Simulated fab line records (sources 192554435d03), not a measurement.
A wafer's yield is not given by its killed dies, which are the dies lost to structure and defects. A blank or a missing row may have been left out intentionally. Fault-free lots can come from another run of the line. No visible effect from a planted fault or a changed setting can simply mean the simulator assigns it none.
fab line records	flow n5-finfet
record lots=7	wafers=21	last-day=17
route steps=1938 shown BEOL_M1@813 BEOL_M4@1111
lots that met no fault: from a run of the same line without faults
start-h: start of the lot's first displayed wafer, in hours after the record's first day	wait-h: hours elapsed since this lot's preceding step	" identical to the entry in the row above	L1.1+2: a single row standing in for several wafers	- no value, or no start was given	* or withheld: withheld	< > ~ a bound
route shown NAME@n: NAME is a module with steps in the file, n the number in the route of the first one	usual: the fault-free wafers' mean and standard deviation	same: alike in all rows	chamber/n: place in a boat	sites: per-site readings	_std_site: the values' standard deviation	_edge_site: inner sites' mean taken away from outer sites' mean	radius-mm: for every site, how far away it sits from the centre of the wafer	mask NAME#n: copy n	behind: tool/chamber where the wafer was last shaped	hold: why the lot went on hold/how many hours it stayed there/how the hold came to an end	device: the transistor (n, p or np) that didn't switch	end of line: tests run on the same wafers once the route is complete	for a step that has no rows: nothing shown but its recipe	killed: the dies lost at the first sort to structure and to defects; this is not the yield of the wafer	map: dies across one wafer; x = killed, . = not, _ = none there
set.NAME: the setting the step ran with; set.NAME@STEP: the setting that earlier step ran with	model.NAME: the simulator's own value behind a step, which no gauge read
lots seen at some steps along the route; tables by step, rows by wafer
services: from which hour (start-h, from the record's first day; less than 0 if before it) a tool's chamber was out of use, for how many hours, and why
## steps
# step N5_BEOL_M1_CVD_47
# recipe material=Co	target-thk-a=30	temp-c=withheld	precursor=CCTBA/H2	pressure-torr=30	time-s=223.8
# step N5_BEOL_M1_SPUTTER_48
# recipe material=Cu	target-thk-a=45	temp-c=-20	chamber-pressure-pa=0.07	power-w=withheld	time-s=8.29
# usual throttle-valve-pct=30.3/1
# same time-s=8.29
lot.wafer	tool	chamber	start-h	wait-h	throttle-valve-pct
L407.1	pvd-sputter-02	-	128.94	0.1	29.4
L407.5	"	-	"	"	30.3
L407.6	"	-	"	"	29.2
L415.2	pvd-sputter-02	-	179.99	0.1	31.2
L415.3	"	-	"	"	29.7
L415.5	"	-	"	"	29.2
L416.2	pvd-sputter-01	-	183.21	0.1	31.8
L416.3	"	-	"	"	31.0
L416.6	"	-	"	"	31.8
L417.3	pvd-sputter-03	-	194.75	0.1	31.1
L417.4	"	-	"	"	30.2
L417.5	"	-	"	"	30.3
L424.4	pvd-sputter-01	-	225.36	0.2	30.3
L424.5	"	-	"	"	29.1
L424.6	"	-	"	"	30.2
L428.1	pvd-sputter-03	-	252.41	0.3	28.4
L428.3	"	-	"	"	30.6
L428.6	"	-	"	"	31.2
L429.2	pvd-sputter-01	-	264.47	0.1	30.9
L429.4	"	-	"	"	29.0
L429.5	"	-	"	"	31.0
# step N5_BEOL_M1_ANNEAL_49
# recipe temp-c=400	time-s=240	ambient=vacuum
# step N5_BEOL_M1_SPUTTER_79
# recipe material=Cu	target-thk-a=45	temp-c=-20	chamber-pressure-pa=0.07	power-w=withheld	time-s=8.29
# step N5_BEOL_M1_ANNEAL_80
# recipe temp-c=400	time-s=240	ambient=vacuum
# usual heater-power-w=862/83	susceptor-temp-C=400.04/0.21
# same time-s=240
lot.wafer	tool	chamber	start-h	wait-h	heater-power-w	susceptor-temp-C
L407.1	pvd-sputter-02	-	129.24	0.0	911	400.02
L407.5	"	-	"	"	831	400.38
L407.6	"	-	"	"	916	399.63
L415.2	pvd-sputter-02	-	180.29	0.0	689	399.80
L415.3	"	-	"	"	929	400.01
L415.5	"	-	"	"	902	400.19
L416.2	pvd-sputter-01	-	183.51	0.0	823	400.03
L416.3	"	-	"	"	967	399.95
L416.6	"	-	"	"	847	400.33
L417.3	pvd-sputter-03	-	195.05	0.0	776	400.11
L417.4	"	-	"	"	793	399.58
L417.5	"	-	"	"	773	400.22
L424.4	pvd-sputter-01	-	225.96	0.1	932	400.28
L424.5	"	-	"	"	768	400.14
L424.6	"	-	"	"	928	400.30
L428.1	pvd-sputter-03	-	252.71	0.0	884	399.48
L428.3	"	-	"	"	980	400.12
L428.6	"	-	"	"	796	400.01
L429.2	pvd-sputter-01	-	264.77	0.0	956	400.31
L429.4	"	-	"	"	758	400.04
L429.5	"	-	"	"	979	400.25
# step N5_BEOL_M1_SPUTTER_81
# recipe material=Cu	target-thk-a=45	temp-c=-20	chamber-pressure-pa=0.07	power-w=withheld	time-s=8.29
# step N5_BEOL_M1_ANNEAL_82
# recipe temp-c=400	time-s=240	ambient=vacuum
# step N5_BEOL_M1_SPUTTER_86
# recipe material=Cu	target-thk-a=45	temp-c=-20	chamber-pressure-pa=0.07	power-w=withheld	time-s=8.29
# step N5_BEOL_M1_ANNEAL_87
# recipe temp-c=400	time-s=240	ambient=vacuum
# usual heater-power-w=861/85	susceptor-temp-C=399.99/0.2
# same time-s=240
lot.wafer	tool	chamber	start-h	wait-h	heater-power-w	susceptor-temp-C
L407.1	pvd-sputter-02	-	129.68	0.0	894	399.94
L407.5	"	-	"	"	821	400.32
L407.6	"	-	"	"	920	400.12
L415.2	pvd-sputter-02	-	180.73	0.0	709	399.91
L415.3	"	-	"	"	909	400.12
L415.5	"	-	"	"	885	399.74
L416.2	pvd-sputter-01	-	183.95	0.0	807	400.19
L416.3	"	-	"	"	969	400.21
L416.6	"	-	"	"	817	399.91
L417.3	pvd-sputter-03	-	195.49	0.0	775	399.92
L417.4	"	-	"	"	783	399.84
L417.5	"	-	"	"	788	400.04
L424.4	pvd-sputter-01	-	226.62	0.0	938	399.98
L424.5	"	-	"	"	783	400.35
L424.6	"	-	"	"	912	399.73
L428.1	pvd-sputter-03	-	253.15	0.0	897	399.78
L428.3	"	-	"	"	957	399.90
L428.6	"	-	"	"	766	400.14
L429.2	pvd-sputter-01	-	265.21	0.0	964	399.92
L429.4	"	-	"	"	762	399.57
L429.5	"	-	"	"	971	399.93
# step N5_BEOL_M1_SPUTTER_88
# recipe material=Cu	target-thk-a=45	temp-c=-20	chamber-pressure-pa=0.07	power-w=withheld	time-s=8.29
# step N5_BEOL_M1_ANNEAL_89
# recipe temp-c=400	time-s=240	ambient=vacuum
# usual heater-power-w=862/81	susceptor-temp-C=400.04/0.21
# same time-s=240
lot.wafer	tool	chamber	start-h	wait-h	heater-power-w	susceptor-temp-C
L407.1	pvd-sputter-02	-	129.90	0.0	910	399.90
L407.5	"	-	"	"	801	400.07
L407.6	"	-	"	"	924	400.13
L415.2	pvd-sputter-02	-	180.95	0.0	716	400.22
L415.3	"	-	"	"	903	400.17
L415.5	"	-	"	"	910	400.06
L416.2	pvd-sputter-01	-	184.17	0.0	813	400.26
L416.3	"	-	"	"	966	400.08
L416.6	"	-	"	"	842	399.86
L417.3	pvd-sputter-03	-	195.71	0.0	801	400.26
L417.4	"	-	"	"	777	400.27
L417.5	"	-	"	"	789	400.06
L424.4	pvd-sputter-01	-	226.84	0.0	937	399.80
L424.5	"	-	"	"	749	399.84
L424.6	"	-	"	"	938	400.21
L428.1	pvd-sputter-03	-	253.37	0.0	868	400.05
L428.3	"	-	"	"	983	399.71
L428.6	"	-	"	"	789	400.13
L429.2	pvd-sputter-01	-	265.43	0.0	987	400.05
L429.4	"	-	"	"	771	400.20
L429.5	"	-	"	"	985	399.98
# step N5_BEOL_M1_SPUTTER_90
# recipe material=Cu	target-thk-a=45	temp-c=-20	chamber-pressure-pa=0.07	power-w=withheld	time-s=8.29
# step N5_BEOL_M1_ANNEAL_91
# recipe temp-c=400	time-s=240	ambient=vacuum
# usual heater-power-w=862/84	susceptor-temp-C=400.00/0.23	time-s=240/0
lot.wafer	tool	chamber	start-h	wait-h	heater-power-w	susceptor-temp-C	time-s
L407.1	pvd-sputter-02	-	130.12	0.0	879	399.91	240
L407.5	"	-	"	"	817	399.83	240
L407.6	"	-	"	"	925	400.43	240
L415.2	pvd-sputter-02	-	181.17	0.0	-	-	-
L415.3	"	-	"	"	-	-	-
L415.5	"	-	"	"	-	-	-
L416.2	pvd-sputter-01	-	184.39	0.0	-	-	-
L416.3	"	-	"	"	-	-	-
L416.6	"	-	"	"	-	-	-
L417.3	pvd-sputter-03	-	195.93	0.0	-	-	-
L417.4	"	-	"	"	-	-	-
L417.5	"	-	"	"	-	-	-
L424.4	pvd-sputter-01	-	227.06	0.0	926	399.90	240
L424.5	"	-	"	"	748	399.90	240
L424.6	"	-	"	"	915	399.63	240
L428.1	pvd-sputter-03	-	253.59	0.0	894	399.77	240
L428.3	"	-	"	"	955	400.02	240
L428.6	"	-	"	"	779	400.04	240
L429.2	pvd-sputter-01	-	265.65	0.0	962	399.86	240
L429.4	"	-	"	"	753	400.40	240
L429.5	"	-	"	"	984	400.09	240
# step N5_BEOL_M1_SPUTTER_92
# recipe material=Cu	target-thk-a=45	temp-c=-20	chamber-pressure-pa=0.07	power-w=withheld	time-s=8.29
# usual throttle-valve-pct=30.3/0.98
# same time-s=8.29
lot.wafer	tool	chamber	start-h	wait-h	throttle-valve-pct
L407.1	pvd-sputter-02	-	130.26	0.1	29.5
L407.5	"	-	"	"	30.1
L407.6	"	-	"	"	29.8
L415.2	pvd-sputter-02	-	181.31	0.1	31.3
L415.3	"	-	"	"	29.6
L415.5	"	-	"	"	29.4
L416.2	pvd-sputter-01	-	184.53	0.1	31.7
L416.3	"	-	"	"	31.3
L416.6	"	-	"	"	31.9
L417.3	pvd-sputter-03	-	196.07	0.1	31.1
L417.4	"	-	"	"	30.2
L417.5	"	-	"	"	30.5
L424.4	pvd-sputter-01	-	227.20	0.1	30.1
L424.5	"	-	"	"	28.9
L424.6	"	-	"	"	30.3
L428.1	pvd-sputter-03	-	253.73	0.1	28.5
L428.3	"	-	"	"	30.4
L428.6	"	-	"	"	30.7
L429.2	pvd-sputter-01	-	265.79	0.1	30.9
L429.4	"	-	"	"	28.7
L429.5	"	-	"	"	31.1
# step N5_BEOL_M4_RC_MEAS_101
# usual DIBL_N=36.3/1.4	DIBL_P=36.2/1.5	IOFF_N=0.160/0.021	IOFF_P=0.211/0.027	ION_N=676/7.7	ION_P=463/5.5	SS_N=71.4/0.57	SS_P=73.3/0.58	VT_N=249.3/2.5	VT_P=-250.1/2.6
lot.wafer	tool	chamber	start-h	wait-h	DIBL_N[mV/V]	DIBL_P[mV/V]	IOFF_N[nA/um]	IOFF_P[nA/um]	ION_N[uA/um]	ION_P[uA/um]	SS_N[mV/dec]	SS_P[mV/dec]	VT_N[mV]	VT_P[mV]
L407.1	prober-01	0	162.84	0.0	37.1	37.7	0.187	0.224	686	463	72.2	74.4	246.9	-249.4
L407.5	"	0	"	"	35.0	35.0	0.148	0.181	678	459	71.2	72.5	250.4	-254.1
L407.6	"	0	"	"	35.6	35.7	0.160	0.191	677	462	71.8	72.8	250.4	-252.0
L415.2	prober-01	0	217.92	0.2	36.6	37.9	0.185	0.239	675	461	70.8	73.7	243.7	-249.4
L415.3	"	0	"	"	34.5	34.7	0.143	0.185	673	455	70.3	73.4	251.5	-248.6
L415.5	"	0	"	"	36.2	38.0	0.179	0.235	693	471	70.7	73.3	248.7	-246.9
L416.2	prober-02	0	222.65	0.2	35.9	37.5	0.178	0.216	682	462	72.0	73.2	248.8	-251.3
L416.3	"	0	"	"	32.5	33.6	0.121	0.160	666	462	71.4	72.9	252.5	-254.5
L416.6	"	0	"	"	35.2	36.8	0.167	0.211	681	464	71.8	74.0	249.3	-249.6
L417.3	prober-01	0	245.09	0.3	35.3	35.3	0.138	0.194	680	466	70.9	72.7	251.1	-250.0
L417.4	"	0	"	"	36.2	36.0	0.149	0.209	673	462	71.2	73.4	249.0	-248.5
L417.5	"	0	"	"	36.6	36.2	0.152	0.203	666	458	71.2	73.4	251.2	-249.7
L424.4	prober-02	0	266.12	0.5	35.7	34.3	0.151	0.187	678	461	71.4	73.4	248.5	-252.5
L424.5	"	0	"	"	36.9	36.2	0.186	0.221	687	465	71.2	73.2	245.8	-249.5
L424.6	"	0	"	"	35.0	33.3	0.149	0.179	677	460	70.6	72.4	249.8	-250.6
L428.1	prober-01	0	300.62	0.0	35.0	36.0	0.140	0.211	667	465	71.1	72.8	250.3	-250.5
L428.3	"	0	"	"	36.2	38.5	0.167	0.231	676	462	71.1	73.8	247.4	-247.8
L428.6	"	0	"	"	33.9	35.6	0.123	0.192	664	462	71.1	73.3	253.1	-251.2
L429.2	prober-01	0	308.47	0.2	35.3	35.3	0.154	0.207	680	471	71.7	73.1	250.3	-251.8
L429.4	"	0	"	"	34.4	34.6	0.138	0.186	663	460	70.7	72.6	254.1	-249.7
L429.5	"	0	"	"	36.3	36.6	0.164	0.222	673	463	72.2	73.5	249.9	-250.5
## services
tool	chamber	start-h	hours	kind
pvd-sputter-02	-	153.37	1.0	repair
pvd-sputter-03	-	169.70	3.3	repair
## key
first-sign step=N5_BEOL_M1_ANNEAL_91	reading=tool-record	direction=missing
effect none on later readings
met-at N5_BEOL_M1_ANNEAL_91
struck-wafers L415.2,L415.3,L415.5,L416.2,L416.3,L416.6,L417.3,L417.4,L417.5
onset-between 130.12 181.17
fault kind=skipped-step-whole	tool=pvd-sputter-01,pvd-sputter-02,pvd-sputter-03	chamber=-	onset-h=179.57	steps=N5_BEOL_M1_ANNEAL_91	scope=struck-lots-only
